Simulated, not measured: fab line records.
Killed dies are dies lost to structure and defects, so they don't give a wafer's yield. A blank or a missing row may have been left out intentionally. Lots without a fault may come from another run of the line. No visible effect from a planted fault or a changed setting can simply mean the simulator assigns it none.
fab line records	flow nand-harc
record lots=24	wafers=72	last-day=24
route steps=1159 shown A_WL_FILL@810 A_CONTACT@856
lots that met no fault: from a run of the same line without faults
start-h: the number of hours between the record's first day and the start of the first shown wafer of the lot	wait-h: time in hours since the lot's previous step	" identical to the entry in the row above	L1.1+2: one row covering several wafers at once	- no value, or no start given	* or withheld: withheld	< > ~ a bound
route shown NAME@n: names a module that has steps shown in the file, with the first one's number in the route	usual: the fault-free wafers' mean and standard deviation	same: alike in all rows	chamber/n: place in a boat	sites: per-site readings	_std_site: standard deviation of those values	_edge_site: the outer-site mean with the inner-site mean subtracted	radius-mm: for every site, how far away it sits from the centre of the wafer	mask NAME#n: copy n	behind: the tool/chamber that last shaped the wafer	hold: cause of the lot's hold/its duration in hours/its outcome	device: transistor that didn't switch, given as n, p or np	end of line: tests of these same wafers at the route's end	a step with no rows: only its recipe	killed: not the wafer's yield, but the dies lost to structure and defects at the first sort	map: per-die view of a wafer (x killed, . not killed, _ where there is no die)
set.NAME: the setting as run; set.NAME@STEP: as run at that earlier step	model.NAME: the simulator's own value behind a step, which no gauge read
the route's steps for a sample of lots (tables are steps, rows are wafers)
services: from which hour (start-h, from the record's first day; less than 0 if before it) a tool's chamber was out of use, for how many hours, and why
## steps
# step NHARC_A_WL_FILL_RTA_01
# recipe temp-c=1000	time-s=5
# usual lamp-power-pct=31.2/3	lamp_zone_1_pct=31.2/3	wafer_temp_C_max=1004.3/0.81
lot.wafer	tool	chamber	start-h	wait-h	lamp-power-pct	lamp_zone_1_pct	wafer_temp_C_max
L074.1	rtp-anneal-01	0	322.77	-	34.2	34.1	1003.8
L074.2	"	0	"	"	34.2	34.3	1004.0
L074.3	"	0	"	"	34.2	34.2	1006.4
L075.1	rtp-anneal-01	0	328.91	-	34.2	34.2	1004.3
L075.3	"	0	"	"	34.2	34.2	1006.2
L075.4	"	0	"	"	34.2	34.3	1004.7
L077.2	rtp-anneal-02	0	338.88	-	28.2	28.2	1004.3
L077.5	"	0	"	"	28.2	28.2	1006.5
L077.6	"	0	"	"	28.2	28.2	1005.3
L076.3	rtp-anneal-02	0	339.08	-	28.2	28.2	1004.1
L076.5	"	0	"	"	28.2	28.2	1003.4
L076.6	"	0	"	"	28.2	28.2	1004.8
L078.1	rtp-anneal-01	0	348.92	-	34.2	34.2	1003.8
L078.4	"	0	"	"	34.2	34.1	1003.9
L078.5	"	0	"	"	34.2	34.1	1003.5
L081.1	rtp-anneal-01	0	363.29	-	34.2	34.1	1002.3
L081.2	"	0	"	"	34.2	34.2	1005.2
L081.4	"	0	"	"	34.2	34.2	1004.4
L079.2	rtp-anneal-01	0	363.49	-	34.2	34.2	1003.9
L079.3	"	0	"	"	34.1	34.1	1005.8
L079.4	"	0	"	"	34.2	34.1	1003.9
L080.2	rtp-anneal-02	0	363.63	-	28.2	28.2	1003.8
L080.3	"	0	"	"	28.2	28.2	1003.9
L080.4	"	0	"	"	28.2	28.2	1005.1
L083.1	rtp-anneal-01	0	391.21	-	34.2	34.2	1004.1
L083.2	"	0	"	"	34.2	34.2	1003.7
L083.4	"	0	"	"	34.2	34.2	1005.2
L082.2	rtp-anneal-01	0	391.42	-	34.2	34.2	1004.4
L082.3	"	0	"	"	34.2	34.2	1004.3
L082.4	"	0	"	"	34.3	34.2	1004.6
L084.2	rtp-anneal-01	0	394.48	-	34.2	34.2	1005.0
L084.4	"	0	"	"	34.1	34.2	1003.8
L084.5	"	0	"	"	34.2	34.2	1005.0
L088.2	rtp-anneal-02	0	405.13	-	28.2	28.1	1005.1
L088.4	"	0	"	"	28.2	28.2	1003.6
L088.5	"	0	"	"	28.2	28.2	1004.3
L087.1	rtp-anneal-02	0	405.27	-	28.2	28.3	1004.7
L087.2	"	0	"	"	28.2	28.2	1004.6
L087.4	"	0	"	"	28.2	28.2	1004.7
L085.1	rtp-anneal-02	0	405.43	-	28.2	28.3	1002.8
L085.3	"	0	"	"	28.2	28.2	1004.3
L085.6	"	0	"	"	28.2	28.1	1005.7
L086.3	rtp-anneal-01	0	405.65	-	34.2	34.2	1004.1
L086.4	"	0	"	"	34.2	34.2	1004.0
L086.6	"	0	"	"	34.1	34.2	1003.3
L089.2	rtp-anneal-02	0	419.34	-	28.2	28.3	1004.1
L089.3	"	0	"	"	28.3	28.3	1003.9
L089.4	"	0	"	"	28.3	28.2	1004.0
L090.3	rtp-anneal-01	0	419.62	-	34.1	34.2	1005.6
L090.5	"	0	"	"	34.2	34.1	1003.7
L090.6	"	0	"	"	34.2	34.2	1004.1
L092.1	rtp-anneal-01	0	443.06	-	34.2	34.2	1004.7
L092.2	"	0	"	"	34.1	34.2	1004.4
L092.6	"	0	"	"	34.2	34.2	1004.6
L093.3	rtp-anneal-01	0	447.03	-	34.2	34.2	1003.3
L093.4	"	0	"	"	34.1	34.2	1004.1
L093.5	"	0	"	"	34.2	34.1	1004.2
L094.3	rtp-anneal-02	0	447.04	-	28.2	28.2	1005.3
L094.4	"	0	"	"	28.2	28.2	1005.0
L094.6	"	0	"	"	28.2	28.2	1004.3
L096.1	rtp-anneal-02	0	459.48	-	28.2	28.2	1005.7
L096.3	"	0	"	"	28.2	28.2	1004.0
L096.4	"	0	"	"	28.3	28.2	1005.0
L097.1	rtp-anneal-02	0	459.65	0.4	28.2	28.2	1004.4
L097.3	"	0	"	"	28.2	28.2	1004.1
L097.4	"	0	"	"	28.2	28.2	1004.5
L091.3	rtp-anneal-02	0	459.88	-	28.3	28.3	1006.3
L091.4	"	0	"	"	28.2	28.2	1003.6
L091.5	"	0	"	"	28.2	28.2	1003.7
L095.1	rtp-anneal-02	0	462.38	-	28.3	28.3	1003.7
L095.4	"	0	"	"	28.2	28.2	1004.2
L095.6	"	0	"	"	28.2	28.2	1004.0
# step NHARC_A_CONTACT_INSPECT_44
# usual raw-defect-count=27/14
lot.wafer	tool	chamber	start-h	wait-h	raw-defect-count
L074.1	defect-inspect-02	-	355.27	0.0	34
L074.2	"	-	"	"	33
L074.3	"	-	"	"	43
L075.1	defect-inspect-02	-	367.96	0.0	31
L075.3	"	-	"	"	30
L075.4	"	-	"	"	35
L077.2	defect-inspect-02	-	372.94	0.0	23
L077.5	"	-	"	"	21
L077.6	"	-	"	"	15
L076.3	defect-inspect-02	-	373.59	0.0	15
L076.5	"	-	"	"	16
L076.6	"	-	"	"	18
L078.1	defect-inspect-01	-	382.60	0.0	34
L078.4	"	-	"	"	32
L078.5	"	-	"	"	25
L079.2	defect-inspect-01	-	394.39	0.0	20
L079.3	"	-	"	"	29
L079.4	"	-	"	"	28
L080.2	defect-inspect-01	-	398.64	0.0	38
L080.3	"	-	"	"	35
L080.4	"	-	"	"	38
L081.1	defect-inspect-01	-	403.98	0.0	6
L081.2	"	-	"	"	7
L081.4	"	-	"	"	8
L082.2	defect-inspect-02	-	425.65	0.0	12
L082.3	"	-	"	"	8
L082.4	"	-	"	"	14
L083.1	defect-inspect-01	-	426.07	0.0	31
L083.2	"	-	"	"	25
L083.4	"	-	"	"	33
L087.1	defect-inspect-02	-	435.50	0.0	15
L087.2	"	-	"	"	14
L087.4	"	-	"	"	11
L084.2	defect-inspect-01	-	436.70	0.0	9
L084.4	"	-	"	"	6
L084.5	"	-	"	"	9
L086.3	defect-inspect-01	-	439.62	0.0	19
L086.4	"	-	"	"	23
L086.6	"	-	"	"	26
L085.1	defect-inspect-02	-	440.88	0.0	36
L085.3	"	-	"	"	43
L085.6	"	-	"	"	46
L088.2	defect-inspect-02	-	444.43	0.0	39
L088.4	"	-	"	"	27
L088.5	"	-	"	"	30
L090.3	defect-inspect-02	-	453.99	0.1	38
L090.5	"	-	"	"	23
L090.6	"	-	"	"	24
L089.2	defect-inspect-01	-	454.15	0.0	24
L089.3	"	-	"	"	35
L089.4	"	-	"	"	30
L093.3	defect-inspect-01	-	479.05	0.0	8
L093.4	"	-	"	"	17
L093.5	"	-	"	"	23
L092.1	defect-inspect-01	-	484.34	0.0	58
L092.2	"	-	"	"	47
L092.6	"	-	"	"	51
L094.3	defect-inspect-01	-	488.72	0.0	24
L094.4	"	-	"	"	39
L094.6	"	-	"	"	42
L096.1	defect-inspect-02	-	496.99	0.0	62
L096.3	"	-	"	"	57
L096.4	"	-	"	"	51
L091.3	defect-inspect-02	-	497.25	0.0	48
L091.4	"	-	"	"	59
L091.5	"	-	"	"	58
L097.1	defect-inspect-01	-	500.96	0.0	16
L097.3	"	-	"	"	18
L097.4	"	-	"	"	18
L095.1	defect-inspect-02	-	507.75	0.0	13
L095.4	"	-	"	"	15
L095.6	"	-	"	"	15
# step NHARC_A_CONTACT_ETCH_111
# recipe source-w=withheld	pressure-mtorr=20	bias-v=withheld	time-s=140	target-depth-a=7000	ar-flow-sccm=withheld	c4f8-flow-sccm=withheld	o2-flow-sccm=withheld	chemistry=C4F8/O2/Ar
# usual chamber-pressure-mTorr=19.999/0.018
lot.wafer	tool	chamber	start-h	wait-h	chamber-pressure-mTorr	rf-hours-counter-h
L074.1	har-cap-etch-01	0	356.66	-	20.028	53
L074.2	"	1	"	"	19.990	53
L074.3	"	1	"	"	19.996	-
L075.1	har-cap-etch-01	0	369.29	-	20.024	55
L075.4	"	0	"	"	19.997	-
L075.3	"	1	"	"	19.984	-
L076.3	har-cap-etch-03	1	375.01	-	19.995	-
L076.6	"	0	"	"	19.979	-
L076.5	"	1	"	"	20.056	-
L077.2	har-cap-etch-01	1	375.20	-	19.979	57
L077.5	"	0	"	"	20.005	-
L077.6	"	1	"	"	20.010	-
L078.1	har-cap-etch-02	0	384.03	-	20.035	11
L078.4	"	0	"	"	19.991	-
L078.5	"	1	"	"	20.027	-
L079.2	har-cap-etch-02	1	395.83	-	19.954	13
L079.4	"	0	"	"	19.985	-
L079.3	"	1	"	"	19.986	-
L080.2	har-cap-etch-03	1	399.97	-	19.990	87
L080.4	"	1	"	"	19.991	-
L080.3	"	0	"	"	20.018	-
L081.2	har-cap-etch-01	1	405.30	-	20.009	63
L081.1	"	0	"	"	20.015	63
L081.4	"	0	"	"	19.999	-
L082.2	har-cap-etch-03	0	427.01	-	20.007	91
L082.3	"	1	"	"	20.009	-
L082.4	"	0	"	"	19.989	-
L083.1	har-cap-etch-01	0	427.56	-	19.999	65
L083.2	"	1	"	"	19.983	65
L083.4	"	1	"	"	20.005	-
L087.1	har-cap-etch-03	1	436.88	-	19.998	92
L087.2	"	0	"	"	20.027	92
L087.4	"	1	"	"	19.987	-
L084.2	har-cap-etch-02	1	438.30	-	20.011	19
L084.4	"	1	"	"	19.991	-
L084.5	"	1	"	"	19.986	-
L086.3	har-cap-etch-03	0	441.12	-	19.994	-
L086.4	"	1	"	"	19.990	-
L086.6	"	0	"	"	20.025	-
L085.1	har-cap-etch-01	1	442.29	-	20.008	68
L085.3	"	1	"	"	19.998	-
L085.6	"	1	"	"	19.986	-
L088.2	har-cap-etch-02	0	445.79	-	20.000	21
L088.4	"	1	"	"	19.972	-
L088.5	"	0	"	"	19.970	-
L090.3	har-cap-etch-02	1	455.60	-	19.980	-
L090.5	"	1	"	"	20.007	-
L090.6	"	0	"	"	20.028	-
L089.2	har-cap-etch-01	0	456.05	-	20.012	72
L089.3	"	1	"	"	19.996	-
L089.4	"	0	"	"	20.020	-
L093.4	har-cap-etch-02	0	480.60	-	19.992	-
L093.3	"	1	"	"	19.987	-
L093.5	"	0	"	"	19.979	-
L092.2	har-cap-etch-01	1	486.15	-	19.991	75
L092.1	"	0	"	"	19.988	75
L092.6	"	1	"	"	19.976	-
L094.4	har-cap-etch-02	1	490.14	-	20.004	-
L094.3	"	0	"	"	20.017	-
L094.6	"	0	"	"	20.010	-
L096.1	har-cap-etch-01	0	498.45	-	19.991	77
L096.4	"	0	"	"	20.005	-
L096.3	"	1	"	"	20.015	-
L091.4	har-cap-etch-03	0	498.87	-	19.999	-
L091.3	"	1	"	"	20.013	-
L091.5	"	0	"	"	19.997	-
L097.1	har-cap-etch-03	0	502.69	-	20.012	105
L097.3	"	1	"	"	20.033	-
L097.4	"	0	"	"	20.012	-
L095.1	har-cap-etch-01	0	509.13	-	20.004	79
L095.4	"	0	"	"	20.015	-
L095.6	"	1	"	"	19.994	-
# step NHARC_A_CONTACT_ETCH_119
# recipe source-w=withheld	pressure-mtorr=20	bias-v=3000	time-s=94	target-depth-a=9220	ar-flow-sccm=withheld	c4f8-flow-sccm=withheld	o2-flow-sccm=withheld	chemistry=C4F8/O2/Ar
# usual chamber-pressure-mTorr=20.001/0.019
lot.wafer	tool	chamber	start-h	wait-h	chamber-pressure-mTorr	rf-hours-counter-h
L074.1	har-cap-etch-01	0	357.50	0.1	19.976	53
L074.2	"	1	"	"	20.035	53
L074.3	"	1	"	"	20.024	-
L075.1	har-cap-etch-01	0	370.13	0.1	19.976	56
L075.4	"	0	"	"	20.011	-
L075.3	"	1	"	"	19.974	-
L076.3	har-cap-etch-03	1	375.79	0.1	19.988	-
L076.6	"	0	"	"	20.032	-
L076.5	"	1	"	"	20.000	-
L077.2	har-cap-etch-01	1	376.02	0.1	19.974	58
L077.5	"	0	"	"	20.029	-
L077.6	"	1	"	"	19.981	-
L078.1	har-cap-etch-02	0	384.87	0.1	20.011	11
L078.4	"	0	"	"	20.012	-
L078.5	"	1	"	"	20.003	-
L079.2	har-cap-etch-02	1	396.65	0.1	19.995	14
L079.4	"	0	"	"	19.991	-
L079.3	"	1	"	"	19.992	-
L080.2	har-cap-etch-03	1	400.80	0.1	20.005	88
L080.4	"	1	"	"	19.995	-
L080.3	"	0	"	"	20.002	-
L081.2	har-cap-etch-01	1	406.14	0.1	20.007	64
L081.1	"	0	"	"	20.000	64
L081.4	"	0	"	"	19.997	-
L082.2	har-cap-etch-03	0	427.82	0.1	19.996	91
L082.3	"	1	"	"	19.993	-
L082.4	"	0	"	"	20.021	-
L083.1	har-cap-etch-01	0	428.40	0.1	19.998	66
L083.2	"	1	"	"	20.013	66
L083.4	"	1	"	"	19.944	-
L087.1	har-cap-etch-03	1	437.72	0.1	20.012	93
L087.2	"	0	"	"	19.995	93
L087.4	"	1	"	"	19.977	-
L084.2	har-cap-etch-02	1	439.11	0.1	19.974	19
L084.4	"	1	"	"	20.023	-
L084.5	"	1	"	"	19.974	-
L086.3	har-cap-etch-03	0	441.92	0.1	20.001	-
L086.4	"	1	"	"	19.984	-
L086.6	"	0	"	"	19.972	-
L085.1	har-cap-etch-01	1	443.10	0.1	19.996	69
L085.3	"	1	"	"	20.000	-
L085.6	"	1	"	"	20.000	-
L088.2	har-cap-etch-02	0	446.61	0.1	20.033	21
L088.4	"	1	"	"	20.020	-
L088.5	"	0	"	"	20.017	-
L090.3	har-cap-etch-02	1	456.40	0.1	20.004	-
L090.5	"	1	"	"	19.989	-
L090.6	"	0	"	"	19.999	-
L089.2	har-cap-etch-01	0	456.86	0.1	19.988	73
L089.3	"	1	"	"	19.984	-
L089.4	"	0	"	"	19.989	-
L093.4	har-cap-etch-02	0	481.39	0.1	20.020	-
L093.3	"	1	"	"	20.001	-
L093.5	"	0	"	"	20.041	-
L092.2	har-cap-etch-01	1	486.99	0.1	19.989	75
L092.1	"	0	"	"	20.010	75
L092.6	"	1	"	"	20.013	-
L094.4	har-cap-etch-02	1	490.94	0.1	20.002	-
L094.3	"	0	"	"	20.008	-
L094.6	"	0	"	"	19.996	-
L096.1	har-cap-etch-01	0	499.57	0.1	19.975	78
L096.4	"	0	"	"	19.994	-
L096.3	"	1	"	"	19.988	-
L091.4	har-cap-etch-03	0	499.67	0.1	19.973	-
L091.3	"	1	"	"	20.000	-
L091.5	"	0	"	"	19.999	-
L097.1	har-cap-etch-03	0	503.51	0.1	19.995	106
L097.3	"	1	"	"	19.978	-
L097.4	"	0	"	"	20.024	-
L095.1	har-cap-etch-01	0	510.29	0.1	20.008	80
L095.4	"	0	"	"	19.998	-
L095.6	"	1	"	"	20.016	-
# step NHARC_A_CONTACT_ETCH_122
# recipe source-w=withheld	pressure-mtorr=20	bias-v=3000	time-s=95	target-depth-a=9300	ar-flow-sccm=withheld	c4f8-flow-sccm=withheld	o2-flow-sccm=withheld	chemistry=C4F8/O2/Ar
# usual chamber-pressure-mTorr=20.000/0.017
lot.wafer	tool	chamber	start-h	wait-h	chamber-pressure-mTorr	rf-hours-counter-h
L074.1	har-cap-etch-01	0	357.77	0.1	19.991	53
L074.2	"	1	"	"	20.030	53
L074.3	"	1	"	"	20.033	-
L075.1	har-cap-etch-01	0	370.40	0.1	20.021	56
L075.4	"	0	"	"	19.998	-
L075.3	"	1	"	"	19.974	-
L076.3	har-cap-etch-03	1	376.06	0.1	19.989	-
L076.6	"	0	"	"	20.009	-
L076.5	"	1	"	"	19.995	-
L077.2	har-cap-etch-01	1	376.29	0.1	20.049	58
L077.5	"	0	"	"	20.004	-
L077.6	"	1	"	"	20.016	-
L078.1	har-cap-etch-02	0	385.14	0.1	20.001	12
L078.4	"	0	"	"	20.002	-
L078.5	"	1	"	"	19.977	-
L079.2	har-cap-etch-02	1	396.92	0.1	20.011	14
L079.4	"	0	"	"	20.007	-
L079.3	"	1	"	"	20.000	-
L080.2	har-cap-etch-03	1	401.08	0.1	20.005	88
L080.4	"	1	"	"	19.992	-
L080.3	"	0	"	"	19.999	-
L081.2	har-cap-etch-01	1	406.41	0.1	20.016	64
L081.1	"	0	"	"	20.001	64
L081.4	"	0	"	"	19.985	-
L082.2	har-cap-etch-03	0	428.09	0.1	19.990	92
L082.3	"	1	"	"	19.997	-
L082.4	"	0	"	"	19.990	-
L083.1	har-cap-etch-01	0	428.67	0.1	19.986	66
L083.2	"	1	"	"	19.990	66
L083.4	"	1	"	"	20.007	-
L087.1	har-cap-etch-03	1	437.99	0.1	19.998	93
L087.2	"	0	"	"	20.003	93
L087.4	"	1	"	"	19.983	-
L084.2	har-cap-etch-02	1	439.38	0.1	19.997	20
L084.4	"	1	"	"	20.023	-
L084.5	"	1	"	"	20.014	-
L086.3	har-cap-etch-03	0	442.19	0.1	20.027	-
L086.4	"	1	"	"	20.000	-
L086.6	"	0	"	"	20.033	-
L085.1	har-cap-etch-01	1	443.37	0.1	19.991	69
L085.3	"	1	"	"	20.008	-
L085.6	"	1	"	"	20.037	-
L088.2	har-cap-etch-02	0	446.88	0.1	19.993	21
L088.4	"	1	"	"	20.002	-
L088.5	"	0	"	"	20.000	-
L090.3	har-cap-etch-02	1	456.67	0.1	20.020	-
L090.5	"	1	"	"	19.973	-
L090.6	"	0	"	"	20.006	-
L089.2	har-cap-etch-01	0	457.13	0.1	20.017	73
L089.3	"	1	"	"	20.006	-
L089.4	"	0	"	"	19.989	-
L093.4	har-cap-etch-02	0	481.67	0.1	20.015	-
L093.3	"	1	"	"	19.988	-
L093.5	"	0	"	"	19.967	-
L092.2	har-cap-etch-01	1	487.26	0.1	19.997	75
L092.1	"	0	"	"	20.018	75
L092.6	"	1	"	"	20.042	-
L094.4	har-cap-etch-02	1	491.21	0.1	19.980	-
L094.3	"	0	"	"	20.021	-
L094.6	"	0	"	"	19.992	-
L096.1	har-cap-etch-01	0	499.93	0.1	19.990	78
L096.4	"	0	"	"	19.989	-
L096.3	"	1	"	"	20.012	-
L091.4	har-cap-etch-03	0	499.94	0.1	20.003	-
L091.3	"	1	"	"	20.010	-
L091.5	"	0	"	"	19.992	-
L097.1	har-cap-etch-03	0	503.78	0.1	19.982	106
L097.3	"	1	"	"	19.996	-
L097.4	"	0	"	"	19.991	-
L095.1	har-cap-etch-01	0	510.66	0.1	19.995	80
L095.4	"	0	"	"	19.997	-
L095.6	"	1	"	"	19.972	-
# step NHARC_A_CONTACT_ETCH_90
# recipe target-depth-a=400	over-etch-frac=0.5	time-s=85.7	ion-energy-ev=120	ch3f-flow-sccm=50	o2-flow-sccm=30	ar-flow-sccm=200	rf-w=500	bias-w=100	chemistry=CH3F/O2
# usual bias-w=99.99/0.29	chamber-pressure-mTorr=24.999/0.023	drypump-motor-current-A=5.9/0.41	oes-product-au=0.95/0.036	rf-vpp-V=244.9/1.8	showerhead-plenum-p-Torr=2.50/0.1	throttle-valve-pct=20.663/0.0093
# same over-etch-frac=0.5
lot.wafer	tool	chamber	start-h	wait-h	bias-w	chamber-pressure-mTorr	drypump-motor-current-A	oes-product-au	rf-hours-counter-h	rf-vpp-V	showerhead-plenum-p-Torr	throttle-valve-pct
L074.1	rie-diel-05	3	358.45	0.5	99.89	25.009	5.9	1.00	2	244.9	2.59	20.662
L074.3	"	1	"	"	100.22	25.007	5.3	1.00	1	246.6	2.59	20.665
L074.2	"	2	"	"	100.08	25.028	6.3	1.00	1	246.1	2.53	20.650
L075.4	rie-diel-08	3	371.09	0.4	99.84	24.961	5.5	0.99	22	242.5	2.37	20.656
L075.1	"	1	"	"	99.63	24.977	5.6	1.00	21	241.1	2.29	20.652
L075.3	"	2	"	"	99.57	24.972	5.3	0.98	26	245.2	2.62	20.669
L076.3	rie-diel-08	3	376.76	0.4	99.12	24.953	5.4	0.92	24	243.5	2.36	20.674
L076.6	"	0	"	"	99.84	24.998	6.2	0.92	-	244.4	2.54	20.660
L076.5	"	1	"	"	99.74	25.003	5.6	0.93	-	239.8	2.29	20.660
L077.2	rie-diel-08	1	377.01	0.5	99.95	24.977	5.6	0.94	26	241.8	2.29	20.667
L077.5	"	2	"	"	100.25	24.986	5.3	0.92	-	248.0	2.62	20.660
L077.6	"	3	"	"	100.44	25.003	5.4	0.93	-	241.7	2.36	20.668
L078.4	rie-diel-05	3	385.83	0.4	99.84	25.012	5.9	0.92	10	245.8	2.59	20.668
L078.1	"	1	"	"	100.48	25.030	5.3	0.93	9	245.4	2.59	20.667
L078.5	"	0	"	"	100.02	25.014	6.4	0.93	-	244.5	2.56	20.664
L079.4	rie-diel-11	3	397.59	0.4	100.02	24.993	6.5	0.93	8	241.2	2.29	20.662
L079.3	"	0	"	"	100.16	25.022	6.0	0.93	8	246.3	2.50	20.677
L079.2	"	2	"	"	99.83	25.009	5.8	0.92	8	245.7	2.43	20.666
L080.3	rie-diel-05	1	401.77	0.4	100.21	24.971	5.3	0.96	11	245.9	2.58	20.646
L080.4	"	3	"	"	99.78	24.993	5.9	0.98	12	246.0	2.59	20.656
L080.2	"	0	"	"	99.53	25.022	6.3	0.97	12	245.5	2.56	20.675
L081.2	rie-diel-11	2	407.10	0.5	100.23	24.985	5.8	1.01	10	245.1	2.43	20.652
L081.1	"	3	"	"	100.42	24.991	6.5	1.01	9	240.3	2.29	20.663
L081.4	"	1	"	"	100.20	24.962	6.2	1.01	9	245.1	2.54	20.662
L082.2	rie-diel-05	0	428.78	0.5	99.71	25.006	6.3	0.93	15	245.1	2.56	20.637
L082.3	"	1	"	"	99.73	24.977	5.3	0.93	14	245.2	2.58	20.665
L082.4	"	2	"	"	99.64	24.984	6.2	0.92	15	245.1	2.53	20.662
L083.1	rie-diel-08	1	429.38	0.6	100.24	25.005	5.6	0.92	43	241.2	2.29	20.659
L083.2	"	2	"	"	99.81	25.035	5.4	0.92	45	245.5	2.61	20.656
L083.4	"	3	"	"	99.59	24.983	5.5	0.92	40	243.8	2.36	20.678
L087.4	rie-diel-11	2	438.69	0.4	100.19	25.015	5.8	0.93	21	244.7	2.43	20.660
L087.1	"	0	"	"	100.29	25.003	6.0	0.93	18	244.9	2.50	20.671
L087.2	"	1	"	"	100.02	24.978	6.2	0.94	21	244.8	2.53	20.660
L084.2	rie-diel-05	2	440.08	0.5	100.33	24.981	6.2	0.94	18	244.9	2.53	20.659
L084.4	"	3	"	"	100.45	25.015	5.9	1.00	16	246.9	2.59	20.655
L084.5	"	1	"	"	100.19	25.016	5.3	0.93	-	247.1	2.58	20.653
L086.3	rie-diel-08	0	442.87	0.5	100.24	24.986	6.2	0.92	53	244.7	2.53	20.661
L086.6	"	0	"	"	100.26	25.003	6.2	0.92	-	246.2	2.53	20.658
L086.4	"	3	"	"	99.96	24.964	5.5	0.92	-	243.3	2.35	20.679
L085.3	rie-diel-05	0	444.05	0.4	99.83	24.984	6.3	0.93	19	246.9	2.56	20.656
L085.1	"	1	"	"	100.19	24.985	5.3	0.92	18	244.6	2.58	20.663
L085.6	"	1	"	"	99.60	24.981	5.3	0.93	-	245.7	2.58	20.666
L088.2	rie-diel-08	2	447.58	0.5	100.56	25.018	5.3	0.92	53	246.9	2.61	20.657
L088.4	"	0	"	"	100.05	24.980	6.2	0.92	55	245.8	2.53	20.673
L088.5	"	3	"	"	100.06	24.997	5.4	0.93	-	243.8	2.35	20.670
L090.3	rie-diel-08	0	457.37	0.5	99.65	25.018	6.2	0.92	59	244.3	2.52	20.665
L090.5	"	2	"	"	100.00	24.984	5.3	0.93	-	247.7	2.61	20.658
L090.6	"	3	"	"	99.53	25.002	5.5	0.93	-	242.1	2.35	20.651
L089.3	rie-diel-05	0	457.83	0.5	100.16	25.019	6.4	1.01	23	245.5	2.55	20.654
L089.4	"	2	"	"	100.12	24.973	6.2	1.01	22	245.0	2.53	20.647
L089.2	"	3	"	"	100.20	25.012	5.9	1.00	20	244.0	2.58	20.669
L093.4	rie-diel-05	2	482.36	0.5	100.38	25.050	6.2	0.93	24	246.8	2.53	20.675
L093.3	"	3	"	"	99.55	24.999	5.9	0.93	23	244.9	2.58	20.667
L093.5	"	1	"	"	100.02	25.020	5.3	0.94	-	246.4	2.58	20.666
L092.1	rie-diel-11	0	487.95	0.5	99.44	25.007	6.0	0.92	36	245.5	2.49	20.641
L092.2	"	3	"	"	99.95	24.981	6.5	0.93	35	243.3	2.28	20.659
L092.6	"	0	"	"	99.69	25.049	6.0	0.93	-	248.2	2.49	20.662
L094.4	rie-diel-05	0	491.87	0.4	99.70	24.991	6.3	0.93	27	247.1	2.55	20.657
L094.3	"	2	"	"	100.06	25.013	6.2	0.93	26	244.9	2.52	20.654
L094.6	"	1	"	"	99.78	25.037	5.3	0.93	-	245.4	2.58	20.657
L091.3	rie-diel-08	3	500.61	0.4	100.17	25.010	5.5	1.00	7	242.2	2.35	20.662
L091.4	"	2	"	"	99.96	25.012	5.3	1.00	7	245.3	2.61	20.671
L091.5	"	0	"	"	100.30	24.990	6.2	0.99	-	244.9	2.52	20.665
L096.1	rie-diel-05	1	500.77	0.6	99.87	24.991	5.3	1.02	29	245.6	2.58	20.654
L096.3	"	2	"	"	99.61	24.959	6.2	1.01	29	245.3	2.52	20.655
L096.4	"	0	"	"	100.09	24.997	6.4	1.00	-	247.0	2.55	20.662
L097.1	rie-diel-05	2	504.48	0.5	99.95	24.995	6.2	0.93	30	246.2	2.52	20.648
L097.3	"	0	"	"	100.01	24.957	6.3	0.92	32	246.6	2.55	20.657
L097.4	"	1	"	"	99.89	24.987	5.3	0.92	-	246.0	2.58	20.676
L095.1	rie-diel-05	0	511.46	0.6	100.35	24.968	6.3	1.00	34	245.7	2.55	20.665
L095.4	"	0	"	"	100.09	25.034	6.3	1.00	-	244.7	2.55	20.656
L095.6	"	1	"	"	100.21	24.988	5.3	1.01	-	245.6	2.58	20.665
## services
tool	chamber	start-h	hours	kind
rtp-anneal-02	-	300.00	12.0	pm
rie-diel-08	-	302.28	9.0	pm
rie-diel-05	1	302.36	9.1	repair
har-cap-etch-02	-	305.00	17.0	pm
har-cap-etch-02	0	305.00	17.0	vent-cycle
har-cap-etch-02	1	305.00	17.0	vent-cycle
rie-diel-05	0	320.03	-	clean
rie-diel-05	1	320.03	-	clean
rie-diel-05	2	320.03	-	clean
rie-diel-05	3	320.03	-	clean
har-cap-etch-02	0	322.00	-	clean
har-cap-etch-02	1	322.00	-	clean
rie-diel-05	-	340.62	9.0	pm
rie-diel-08	0	341.33	3.9	repair
rie-diel-08	1	343.02	7.6	repair
rie-diel-08	3	343.92	6.9	repair
rie-diel-11	-	366.51	9.0	pm
rie-diel-08	2	418.57	3.9	repair
rie-diel-05	3	433.93	4.6	repair
rie-diel-08	2	440.89	3.3	repair
rie-diel-08	-	479.31	9.0	pm
har-cap-etch-01	-	481.07	0.2	repair
rie-diel-05	3	497.47	16.2	repair
har-cap-etch-02	-	509.96	0.2	repair
## key
fault none
